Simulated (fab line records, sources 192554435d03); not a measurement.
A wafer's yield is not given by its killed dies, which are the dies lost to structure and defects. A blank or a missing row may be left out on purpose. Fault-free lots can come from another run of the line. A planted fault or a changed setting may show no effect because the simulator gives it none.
Problem report, 8D (eight disciplines) form, completed by code + flow n5 finfet + the parts of the form that need people (team, actions taken, sign-off) are left out

== 1. WHAT IS WRONG ==
etch rf on time s at N5_GATE_CUT_ETCH_36 reads a mean of 34.1 s on 2 wafers of 2 lots; wafers without a fault read 21.8 s with a standard deviation of 0.41. Measured from the usual mean, that is +30 standard deviations.
The step: etches SiARC in CF4, target depth 13 nm, time 21.7 s.
First seen on wafer L842.3, day 5 19:30, on rie diel-03. At this step, 25 wafers from 9 lots have a number in the record. Rule for "out", or "out of limits": more than 4 standard deviations from the usual mean. Any other wafer with a number is counted as sound.

== 2. WHAT IT IS, WHAT IT ISN'T ==
| question                    | is                | is not                                                                                                       |
|-----------------------------|-------------------|--------------------------------------------------------------------------------------------------------------|
| which readings at this step | etch rf on time s | chamber pressure mTorr, drypump motor current A, rf vpp V, showerhead plenum p Torr, throttle valve pct      |
| which lots                  | L842, L843        | L846, L852, L853, L855, L856, L857, L859                                                                     |
| which wafers of those lots  | L842.3, L843.3    | L842.5, L843.5                                                                                               |
| read on which tools         | rie diel-03       | rie diel-02                                                                                                  |
| when                        | from day 5 19:30  | up to then (1 sound wafer); but 22 sound wafers of L843, L846, L852, L853, L855, L856, L857, L859 came after |

== 3. SUSPECTS, AND WHAT RULES EACH OUT ==
Counting: any tool at a process step up to the reading remains a suspect provided it ran every lot that is out. Sound lots after the first of them don't rule it out here, since some wafers of a struck lot are sound.
- rie diel-03 at N5_GATE_CUT_ETCH_36 (etches SiARC in CF4, target depth 13 nm, time 21.7 s): kept. It ran every lot that is out, first L842 (day 5 19:30). Out on those wafers are its own readings of etch rf on time s.
Left after counting: rie diel-03 at N5_GATE_CUT_ETCH_36.

== 4. THE CAUSE (what the simulator had put in) ==
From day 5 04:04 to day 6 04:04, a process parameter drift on rie diel-03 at N5_GATE_CUT_ETCH_36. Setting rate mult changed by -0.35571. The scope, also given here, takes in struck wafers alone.
This tool alone remained once counting was done.

== 5. THE CHAIN OF EFFECTS, in route order ==
Each row: a reading whose mean over the struck wafers that have a number lies more than 3 standard deviations from the usual. Scope: only readings with a usual standard deviation given in the record; hours: median across lots of the time from each lot's start at the first step in this table that gives one to its start at this step; sigmas: change in usual standard deviations.
| hours | step                | reading           | usual  | on struck wafers | change | sigmas |
|-------|---------------------|-------------------|--------|------------------|--------|--------|
| 0     | N5_GATE_CUT_ETCH_36 | etch rf on time s | 21.8 s | 34.1             | +12.3  | +30    |
The process steps in it:
- N5_GATE_CUT_ETCH_36: etches SiARC in CF4, target depth 13 nm, time 21.7 s.
Later steps that measure or inspect, where all struck wafers having a row at the step show a number for every such reading and not one has moved that far: N5_BEOL_M4_RC_MEAS_101.

== 6. HOW IT WOULD HAVE BEEN CAUGHT EARLIER ==
First out-of-limits reading in this record: day 5 19:30, which is 15 hours after fault onset at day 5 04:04.
